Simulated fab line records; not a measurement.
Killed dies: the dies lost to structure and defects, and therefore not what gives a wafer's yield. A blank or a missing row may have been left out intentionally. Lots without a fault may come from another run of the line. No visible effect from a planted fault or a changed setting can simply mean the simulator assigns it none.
Which tool did it? / flow nand harc / 7 lots, 21 wafers sampled, at 1 step of a route of 1302

WHAT THE GAUGES READ, wafer by wafer
NHARC_A_M0_INSPECT_11.
lot=L333; measured=day 23 12:41; on=defect inspect-01; raw defect count=54 68 58
lot=L342; measured=day 27 08:31; on=defect inspect-02; raw defect count=113 129 98
lot=L344; measured=day 28 01:29; on=defect inspect-01; raw defect count=20 33 25
lot=L350; measured=day 30 13:05; on=defect inspect-02; raw defect count=93 95 105
lot=L352; measured=day 30 19:29; on=defect inspect-02; raw defect count=63 78 76
lot=L353; measured=day 31 12:41; on=defect inspect-02; raw defect count=100 91 68
lot=L355; measured=day 33 03:37; on=defect inspect-02; raw defect count=135 147 141

WHAT TOOL EACH LOT RAN ON (gives the tool, then ch and the chambers of the sampled wafers, and finally the start)
The record shows no process step preceding these readings.

THE ANSWER, worked out from the rows above alone
Rule: usual is defined by the lots themselves. Put in order of their means at a reading, lots are off if they are a third of the lots or fewer, leave a main group of 4 or more, and stand apart from it by a gap of 3 or more times the standard deviation of the main group's means; of several such gaps the widest counts. A main group is skipped when, at the precision printed for the reading in the tables above, its means are all equal. A lot without any number at a reading at which 4 lots or more have one is off too. Where the step has rows for the other lots, those lots are counted as sound.
None of the lots is off at any reading shown; this tells nothing.

WHAT THE SIMULATOR HAD PUT IN
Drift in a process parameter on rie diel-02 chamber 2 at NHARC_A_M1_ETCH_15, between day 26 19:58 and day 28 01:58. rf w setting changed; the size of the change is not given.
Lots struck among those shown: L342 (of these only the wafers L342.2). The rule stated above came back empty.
